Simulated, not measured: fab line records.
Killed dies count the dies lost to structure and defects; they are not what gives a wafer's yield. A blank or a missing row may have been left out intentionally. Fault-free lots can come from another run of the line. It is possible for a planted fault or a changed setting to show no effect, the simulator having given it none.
Split-lot trial :: flow n5_finfet :: 21 wafers read across 7 lots, on a route 1938 steps long

THE SPLIT
At N5_BEOL_M12_ILD_DEP_00 (deposits SiOC from DEMS/O2, target thk 658.92 nm, time 130.7 s), the setting time_s was moved away from the recipe's 130.7 s on 9 of the 21 wafers read, by -13.2% to +14.5%. For the rest of the wafers, this setting stayed at what the recipe calls for.

Between the split and the reading, the file records no step.

THE READING
M12_ILD_THK (nm), taken at N5_BEOL_M12_THK_MEAS_01. A value of 660 nm with a standard deviation of 9.4 nm is what fault-free wafers of this fab line usually give.

wafer: L075.3
tool, chamber at the split: pecvd-02, 0
time_s as run, s: 137.8
against the recipe: +5.4%
M12_ILD_THK, nm: 703
against lot-mates on the recipe: +45

wafer: L075.4
tool, chamber at the split: pecvd-02, 0
time_s as run, s: 137.8
against the recipe: +5.4%
M12_ILD_THK, nm: 708
against lot-mates on the recipe: +50

wafer: L075.6
tool, chamber at the split: pecvd-02, 1
time_s as run, s: 130.7
against the recipe: recipe
M12_ILD_THK, nm: 658
against lot-mates on the recipe: -

wafer: L074.2
tool, chamber at the split: pecvd-02, 1
time_s as run, s: 130.7
against the recipe: recipe
M12_ILD_THK, nm: 644
against lot-mates on the recipe: -

wafer: L074.3
tool, chamber at the split: pecvd-02, 0
time_s as run, s: 113.4
against the recipe: -13.2%
M12_ILD_THK, nm: 573
against lot-mates on the recipe: -86

wafer: L074.6
tool, chamber at the split: pecvd-02, 0
time_s as run, s: 130.7
against the recipe: recipe
M12_ILD_THK, nm: 673
against lot-mates on the recipe: -

wafer: L083.3
tool, chamber at the split: pecvd-04, 1
time_s as run, s: 137.6
against the recipe: +5.3%
M12_ILD_THK, nm: 688
against lot-mates on the recipe: +32

wafer: L083.4
tool, chamber at the split: pecvd-04, 2
time_s as run, s: 130.7
against the recipe: recipe
M12_ILD_THK, nm: 656
against lot-mates on the recipe: -

wafer: L083.5
tool, chamber at the split: pecvd-04, 1
time_s as run, s: 137.6
against the recipe: +5.3%
M12_ILD_THK, nm: 710
against lot-mates on the recipe: +54

wafer: L087.4
tool, chamber at the split: pecvd-01, 2
time_s as run, s: 121.5
against the recipe: -7.0%
M12_ILD_THK, nm: 619
against lot-mates on the recipe: no lot-mate on the recipe

wafer: L087.5
tool, chamber at the split: pecvd-01, 1
time_s as run, s: 121.5
against the recipe: -7.0%
M12_ILD_THK, nm: 616
against lot-mates on the recipe: no lot-mate on the recipe

wafer: L087.6
tool, chamber at the split: pecvd-01, 2
time_s as run, s: 121.5
against the recipe: -7.0%
M12_ILD_THK, nm: 621
against lot-mates on the recipe: no lot-mate on the recipe

wafer: L086.1
tool, chamber at the split: pecvd-01, 0
time_s as run, s: 130.7
against the recipe: recipe
M12_ILD_THK, nm: 659
against lot-mates on the recipe: -

wafer: L086.2
tool, chamber at the split: pecvd-01, 2
time_s as run, s: 130.7
against the recipe: recipe
M12_ILD_THK, nm: 659
against lot-mates on the recipe: -

wafer: L086.4
tool, chamber at the split: pecvd-01, 1
time_s as run, s: 130.7
against the recipe: recipe
M12_ILD_THK, nm: 673
against lot-mates on the recipe: -

wafer: L091.2
tool, chamber at the split: pecvd-02, 1
time_s as run, s: 149.7
against the recipe: +14.5%
M12_ILD_THK, nm: 730
against lot-mates on the recipe: +74

wafer: L091.3
tool, chamber at the split: pecvd-02, 0
time_s as run, s: 130.7
against the recipe: recipe
M12_ILD_THK, nm: 661
against lot-mates on the recipe: -

wafer: L091.5
tool, chamber at the split: pecvd-02, 2
time_s as run, s: 130.7
against the recipe: recipe
M12_ILD_THK, nm: 650
against lot-mates on the recipe: -

wafer: L093.3
tool, chamber at the split: pecvd-04, 1
time_s as run, s: 130.7
against the recipe: recipe
M12_ILD_THK, nm: 659
against lot-mates on the recipe: -

wafer: L093.5
tool, chamber at the split: pecvd-04, 2
time_s as run, s: 130.7
against the recipe: recipe
M12_ILD_THK, nm: 673
against lot-mates on the recipe: -

wafer: L093.6
tool, chamber at the split: pecvd-04, 0
time_s as run, s: 130.7
against the recipe: recipe
M12_ILD_THK, nm: 669
against lot-mates on the recipe: -

THE FIT
A straight line over all 21 wafers: M12_ILD_THK changes by +6.07 nm for each +1% of time_s; r = +0.96; the points scatter about the line by 10 nm.
The same after taking each lot's own level away (the mean of its wafers on the recipe; 18 wafers): +6.28 nm for each +1%; r = +0.96; scatter 11 nm.
That fit puts the effect of the largest move of time_s on the reading at 91 nm.
The span of the lots' own levels, 655.5 to 667.0 nm, comes to 1.2 times the standard deviation stated above.
Hence the lot-to-lot level has little effect on the slope; both slopes agree.
Check: +107 nm against its lot-mates is what the line predicts for one of the wafers moved furthest among these (+14.5%) when that wafer is left out of the fit. Against them it came out at +74.5 nm.

ADDITIONAL SPLITS CARRIED BY THESE WAFERS
Before the reading, these wafers also passed through other splits. Each is held against what the fit with the lots' levels taken away leaves over:
other split on the same wafers: N5_BEOL_M11_TRENCH_ETCH_37 time_s
wafers away from the commonest value: 6
r with M12_ILD_THK (lot level and that fit taken away): +0.48

other split on the same wafers: N5_BEOL_M11_DEP_56 time_s
wafers away from the commonest value: 5
r with M12_ILD_THK (lot level and that fit taken away): +0.07

THE WHOLE CHAIN: every reading that the file lists as answering this split, in the file's order
step: N5_BEOL_M12_ILD_DEP_00
what it does: deposits SiOC from DEMS/O2, target thk 658.92 nm, time 130.7 s
reading: SiOC_of_BEOL_M12_ILD_DEP_00.thk_nm (the simulator's own value, which no gauge read)
change (the file's fit): +6.09 nm for each +1% of the setting
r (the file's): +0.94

step: N5_BEOL_M12_THK_MEAS_01
what it does: 
reading: M12_ILD_THK
change (the file's fit): +6.11 for each +1% of the setting
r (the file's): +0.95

step: N5_BEOL_M12_VIA_ETCH_16
what it does: etches SiOC in C4F8/O2/Ar, target depth 724.8 nm
reading: etch.depth_nm (the simulator's own value, which no gauge read)
change (the file's fit): +6.09 nm for each +1% of the setting
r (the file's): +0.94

step: N5_BEOL_M12_VIA_ETCH_16
what it does: etches SiOC in C4F8/O2/Ar, target depth 724.8 nm
reading: coat_of_BEOL_M12_COAT_04.thk_nm (the simulator's own value, which no gauge read)
change (the file's fit): -1.8 nm for each +1% of the setting
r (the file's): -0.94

step: N5_BEOL_M12_STRIP_63
what it does: strips in N2/H2
reading: strip_time_to_endpoint_s
change (the file's fit): withheld for each +1% of the setting
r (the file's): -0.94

step: N5_BEOL_M12_ETCH_38
what it does: etches SiCN in CF4/N2, target depth 68.7 nm, time 73.4 s
reading: SiOC_of_BEOL_M12_ILD_DEP_00.thk_nm (the simulator's own value, which no gauge read)
change (the file's fit): +6.03 nm for each +1% of the setting
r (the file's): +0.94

THE FILE'S OWN FIT
M12_ILD_THK changes by +6.11 nm for each +1% of time_s, r = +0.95.
